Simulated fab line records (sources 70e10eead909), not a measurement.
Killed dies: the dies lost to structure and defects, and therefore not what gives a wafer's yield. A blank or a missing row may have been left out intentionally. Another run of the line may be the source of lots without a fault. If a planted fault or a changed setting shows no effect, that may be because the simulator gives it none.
fab line records | flow nand-harc
[record] lots = 13 wafers = 39 last-day = 34
route steps=1302 shown P_STI@73 THIN_TSV@1259 END@1302
lots untouched by any fault: they come from a run of this same line in which no faults occurred
start-h: hours from the record's opening day to when the first of the lot's shown wafers began | wait-h: hours since the lot's step before | " unchanged from the row above | L1.1+2: one row covering several wafers at once | - value missing, or start not given | * or withheld: withheld | < > ~ a bound
route shown NAME@n: a module of which the file shows steps, and the number in the route of the first | usual: mean/standard deviation taken from wafers without a fault | same: alike in all rows | chamber/n: place in a boat | sites: each site's reading | _std_site: standard deviation across them | _edge_site: mean of outer sites minus mean of inner sites | radius-mm: how far each site lies from the wafer's centre | mask NAME#n: copy n | behind: the tool/chamber that last shaped the wafer | hold: what put the lot on hold/how long, in hours/how the hold closed | device: the transistor (n, p or np) that didn't switch | end of line: tests of these same wafers at the route's end | a step given without rows: its recipe and nothing more | killed: dies that structure and defects cost at the first sort, which is not the same as the wafer's yield | map: shows each die of a wafer: x if killed, . if not, _ if none is there
set.NAME: the run value of the setting; set.NAME@STEP: its run value at that earlier step | model.NAME: the simulator's own value behind a step, which no gauge read
a sample of lots followed through the steps of the route, with each step as a table and each wafer as a row
services: the hour from which a tool's chamber was out of use, counted from the record's first day as start-h (under 0 if before that day), plus the number of hours and why
[[steps]]
[step NHARC_P_STI_HM_DEP_30]
[recipe] target-thk-a = 800 temp-c = 790 pressure-mtorr = 300 time-s = 873 material = Si3N4
// columns lot.wafer tool chamber start-h wait-h
L820.2+5+6 lpcvd-02 0 39.06 3.5
L821.1+2+5 lpcvd-01 0 52.00 3.7
L822.1+3+4 lpcvd-01 0 63.05 3.5
L823.1+4+5 lpcvd-01 0 70.74 3.5
L824.1+2+5 lpcvd-01 0 81.61 3.5
L826.1+2+5 lpcvd-01 1 103.88 3.5
L827.1+2+4 lpcvd-01 1 112.13 3.5
L828.2+3+5 lpcvd-02 0 118.01 3.5
L829.2+5+6 lpcvd-01 0 129.03 3.5
L830.1+3+5 lpcvd-02 0 141.04 3.5
L831.1+2+6 lpcvd-01 0 151.70 4.2
L836.1+3+5 lpcvd-01 0 200.49 3.5
L843.2+4+5 lpcvd-01 1 270.35 3.5
[step NHARC_THIN_TSV_CD_MEAS_12]
[recipe] target-cd-nm = 1000 landing-energy-ev = 500
[usual] cd-nm = 1000.4/1.8
[same] landing-energy-ev = 500
// columns lot.wafer tool chamber start-h wait-h cd-nm
L820.2 cd-sem-03 0 556.63 - 997.8
L820.5 " 0 " " 1001.0
L820.6 " 0 " " 1000.0
L821.1 cd-sem-02 0 584.91 - 1006.4
L821.2 " 0 " " 1003.9
L821.5 " 0 " " 1002.8
L823.1 cd-sem-02 0 586.15 - 997.0
L823.4 " 0 " " 997.3
L823.5 " 0 " " 997.9
L822.1 cd-sem-01 0 587.29 - 1001.5
L822.3 " 0 " " 999.6
L822.4 " 0 " " 1001.7
L824.1 cd-sem-03 0 588.55 - 1000.8
L824.2 " 0 " " 1002.1
L824.5 " 0 " " 1001.8
L826.1 cd-sem-02 0 613.75 - 1002.0
L826.2 " 0 " " 999.5
L826.5 " 0 " " 1002.1
L827.1 cd-sem-02 0 636.29 - 1000.3
L827.2 " 0 " " 1000.6
L827.4 " 0 " " 999.0
L828.2 cd-sem-03 0 642.11 - 998.5
L828.3 " 0 " " 1001.5
L828.5 " 0 " " 1000.8
L829.2 cd-sem-01 0 643.33 - 999.9
L829.5 " 0 " " 1000.0
L829.6 " 0 " " 1000.5
L830.1 cd-sem-01 0 652.51 - 1000.8
L830.3 " 0 " " 1000.5
L830.5 " 0 " " 998.7
L831.1 cd-sem-01 0 662.84 - 1000.9
L831.2 " 0 " " 1001.5
L831.6 " 0 " " 1002.1
L843.2 cd-sem-02 0 785.62 - 998.6
L843.4 " 0 " " 999.4
L843.5 " 0 " " 999.6
[step NHARC_THIN_TSV_ETCH_15]
[recipe] target-depth-a = 30000 bosch-target-overetch-cycles = 2 bosch-etch-step-s = 2.8 bosch-dep-step-s = 1.2 bosch-cycles = 14
[usual] drypump-motor-current-A = 5.7/0.5
[same] bosch-cycles = 14
// columns lot.wafer tool chamber start-h wait-h drypump-motor-current-A rf-hours-counter-h
L820.2 rie-si-02 0 557.45 - 5.9 0.5
L820.5 " 0 " " 6.0 -
L820.6 " 1 " " 6.4 -
L821.2 rie-si-03 2 585.74 - 5.7 0
L821.1 " 0 " " 5.8 0
L821.5 " 1 " " 5.9 -
L823.4 rie-si-02 2 587.09 - 6.6 0.9
L823.1 " 3 " " 5.4 0.7
L823.5 " 2 " " 6.6 -
L822.1 rie-si-03 3 588.25 - 5.6 0.0
L822.4 " 0 " " 5.7 0.0
L822.3 " 1 " " 5.9 0.0
L824.2 rie-si-04 1 589.51 - 5.1 0.4
L824.1 " 3 " " 6.5 0.3
L824.5 " 1 " " 5.1 -
L826.2 rie-si-02 3 614.57 - 5.4 0.9
L826.1 " 1 " " 6.4 1.0
L826.5 " 0 " " 6.0 -
L827.1 rie-si-04 2 637.11 - 5.2 0.6
L827.2 " 3 " " 6.5 0.5
L827.4 " 0 " " 5.2 0.6
L828.3 rie-si-03 0 642.95 - 5.8 0.4
L828.2 " 1 " " 5.9 0.4
L828.5 " 3 " " 5.6 -
L829.2 rie-si-04 0 644.16 - 5.3 0.7
L829.6 " 2 " " 5.2 -
L829.5 " 3 " " 6.5 -
L830.3 rie-si-02 3 653.33 - 5.4 0.1
L830.1 " 1 " " 6.4 0.1
L830.5 " 0 " " 6.0 -
L831.2 rie-si-02 3 663.69 - 5.4 0.2
L831.1 " 0 " " 5.9 0.2
L831.6 " 1 " " 6.4 -
L843.2 rie-si-04 0 786.61 - 5.2 0.7
L843.4 " 0 " " 5.2 -
L843.5 " 0 " " 5.3 -
[step NHARC_THIN_TSV_DESCUM_35]
[recipe] time-s = 3 o2-flow-sccm = 200 ar-flow-sccm = 0 bias-power-w = 0 chemistry = O2
[usual] drypump-motor-current-A = 5.7/0.4 o2-flow-sccm = 200.0/0.59 oes-product-au = 0.998/0.011 rf-vpp-V = 57.7/0.88 showerhead-plenum-p-Torr = 1.89/0.095 throttle-valve-pct = 11.311/0.0095
// columns lot.wafer tool chamber start-h wait-h drypump-motor-current-A o2-flow-sccm oes-product-au rf-hours-counter-h rf-vpp-V showerhead-plenum-p-Torr throttle-valve-pct
L820.2 rie-diel-07 0 562.57 - 5.4 200.5 1.002 4.2 56.6 1.81 11.328
L820.6 " 0 " " 5.4 200.8 0.993 - 57.3 1.81 11.303
L820.5 " 1 " " 6.4 201.2 1.005 - 58.4 2.06 11.319
L821.1 rie-diel-07 0 591.06 - 5.4 198.8 1.005 6.2 56.8 1.81 11.297
L821.2 " 3 " " 5.3 200.3 1.013 6.3 56.8 1.78 11.303
L821.5 " 1 " " 6.4 200.5 1.001 - 58.4 2.06 11.312
L823.4 rie-diel-07 1 592.25 - 6.4 199.9 1.009 6.3 57.6 2.06 11.316
L823.1 " 2 " " 5.7 200.0 0.988 5.4 59.0 1.91 11.315
L823.5 " 1 " " 6.4 200.1 0.996 - 58.8 2.06 11.316
L822.1 rie-diel-07 2 593.70 - 5.7 201.1 1.004 5.4 57.3 1.91 11.320
L822.4 " 3 " " 5.3 200.3 1.005 6.3 58.0 1.78 11.307
L822.3 " 0 " " 5.4 200.4 0.987 6.2 58.2 1.81 11.292
L824.1 rie-diel-04 3 594.95 - 5.4 199.5 0.992 4.2 56.2 1.83 11.308
L824.2 " 2 " " 5.3 200.6 1.004 4.4 58.6 1.82 11.321
L824.5 " 3 " " 5.4 200.5 1.002 - 57.0 1.83 11.312
L826.1 rie-diel-07 3 619.77 - 5.3 199.1 1.000 7.5 56.7 1.78 11.318
L826.2 " 0 " " 5.4 200.7 0.992 7.3 56.9 1.81 11.316
L826.5 " 2 " " 5.6 200.6 0.992 - 58.1 1.91 11.303
L827.1 rie-diel-07 3 642.42 - 5.3 200.2 1.011 9.0 58.7 1.78 11.318
L827.2 " 0 " " 5.4 199.6 0.986 8.8 56.8 1.81 11.323
L827.4 " 1 " " 6.4 199.0 1.011 9.1 58.4 2.06 11.296
L828.3 rie-diel-04 1 648.35 - 5.6 199.6 0.977 5.8 58.3 1.81 11.288
L828.2 " 2 " " 5.3 200.2 1.011 6.7 58.7 1.82 11.310
L828.5 " 0 " " 5.8 199.3 1.000 - 58.2 2.01 11.322
L829.2 rie-diel-04 0 649.45 - 5.8 199.8 1.022 6.0 58.0 2.01 11.311
L829.5 " 2 " " 5.3 199.9 1.016 - 58.4 1.82 11.304
L829.6 " 3 " " 5.4 200.3 1.001 - 57.5 1.83 11.315
L830.1 rie-diel-01 2 658.58 - 5.3 200.4 0.979 5.6 59.0 1.86 11.305
L830.3 " 0 " " 5.8 200.3 1.021 6.1 56.8 1.82 11.299
L830.5 " 2 " " 5.3 200.0 0.983 - 56.4 1.86 11.298
L831.2 rie-diel-01 1 668.87 - 5.9 199.5 0.996 6.7 58.7 1.95 11.301
L831.1 " 3 " " 6.7 200.8 0.986 4.3 55.7 2.02 11.312
L831.6 " 2 " " 5.3 201.1 0.986 - 58.6 1.86 11.323
L843.2 rie-diel-04 1 792.06 - 5.6 200.2 1.004 3.1 56.9 1.81 11.305
L843.4 " 0 " " 5.8 200.0 0.996 3.2 57.6 2.00 11.315
L843.5 " 1 " " 5.5 200.8 1.000 - 58.5 1.81 11.317
[step NHARC_END_SORT_01]
[recipe] temp-c = 25
[usual] killed-at-array = 53/18 killed-at-other = 0.8/1.1 killed-at-periphery = 4.1/2.7 killed-dies = 58/18 killed-open = 3.1/1.7 killed-short = 2.7/1.7
[same] gross-dies = 677
// columns lot.wafer tool chamber start-h wait-h killed-at-array killed-at-other killed-at-periphery killed-dies killed-open killed-short
L836.1 prober-01 0 733.41 2.5 60 0 617 677 4 4
L836.3 prober-01 0 735.01 3.1 91 1 585 677 3 4
L836.5 prober-01 0 736.61 3.7 72 0 605 677 4 2
// killed by level:class
L836.1 P_STI:area-dep=616 A_SLIT:chamber-film-flake=15 A_CHANNEL_HOLE_D1:chamber-film-flake=14 A_CHANNEL_HOLE_D2:chamber-film-flake=13 A_STAIRCASE:chamber-film-flake=3 A_CONTACT:chamber-film-flake=3 A_CHANNEL_FILL_D1:geometric-particle:short=2 A_DECK1_JOINT:geometric-particle:open=2
L836.3 P_STI:area-dep=582 A_CHANNEL_HOLE_D1:chamber-film-flake=31 A_SLIT:chamber-film-flake=30 A_CHANNEL_HOLE_D2:chamber-film-flake=17 A_STAIRCASE:chamber-film-flake=4 A_CONTACT:chamber-film-flake=4 P_GATE:geometric-particle:short=1 P_CONTACT:geometric-particle:open=1
L836.5 P_STI:area-dep=603 A_SLIT:chamber-film-flake=22 A_CHANNEL_HOLE_D2:chamber-film-flake=16 A_CHANNEL_HOLE_D1:chamber-film-flake=15 A_CONTACT:chamber-film-flake=5 A_WL_FILL:chamber-film-flake=4 A_STAIRCASE:chamber-film-flake=3 A_CHANNEL_FILL_D2:geometric-particle:open=2
[[services]]
// columns tool chamber start-h hours kind
lpcvd-01 - 26.00 26.0 pm
rie-si-02 - 100.00 9.0 pm
rie-diel-07 - 117.21 9.0 pm
rie-diel-07 - 245.14 1.2 repair
rie-diel-07 3 258.78 8.9 repair
rie-si-02 - 277.00 9.0 pm
rie-diel-07 - 294.21 9.0 pm
rie-diel-07 3 315.48 13.7 repair
rie-si-02 3 335.38 4.1 repair
rie-diel-07 - 367.81 0.8 repair
rie-diel-07 0 378.78 7.4 repair
rie-si-02 - 379.20 0.9 repair
rie-diel-07 1 403.78 4.8 repair
rie-si-02 - 454.00 9.0 pm
rie-diel-07 - 471.21 9.0 pm
rie-si-02 1 507.53 8.3 repair
rie-diel-07 2 515.16 6.4 repair
rie-diel-07 2 571.77 4.2 repair
rie-diel-07 1 618.74 2.8 repair
rie-diel-07 2 622.33 3.4 repair
rie-diel-07 - 648.21 9.0 pm
rie-diel-07 0 756.97 5.3 repair
rie-diel-07 3 768.82 9.5 repair
lpcvd-01 - 772.00 26.0 pm
[[key]]
[first-sign] step = NHARC_END_SORT_01 reading = killed-at-periphery direction = up sigmas = 99+ usual = 4.1 struck = 602.3
[effect] step = NHARC_END_SORT_01 reading = killed-dies direction = up sigmas = 34 usual = 58 struck = 677
[more-kills-born-at] NHARC_P_STI_HM_DEP_30@lpcvd-01 = 1801
met-at NHARC_P_STI_HM_DEP_30
struck-lots L836
struck-wafers L836.1,L836.3,L836.5
later-rows-left-out L836.1,L836.3,L836.5
tester-left-out L836
not-acting-at NHARC_THIN_TSV_CD_MEAS_12,NHARC_THIN_TSV_ETCH_15,NHARC_THIN_TSV_DESCUM_35
onset-between 151.70 200.49
[fault] kind = process-parameter-drift tool = lpcvd-01 chamber = 0 onset-h = 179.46 steps = NHARC_P_STI_HM_DEP_30 channel = target-thk-a offset = * shape = step end-h = 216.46 acts-in = * stated = *
// tester-left-out: of these lots the tester's yield and bins aren't shown, on N5 and GAA mostly nor the transistor test; their killed dies are dies lost to structure and defects alone, not to doping, threshold or leakage, so they don't give the yield
// later-rows-left-out: the simulator's readings of these wafers behind a module that went badly wrong aren't trusted and aren't shown, but for the sort
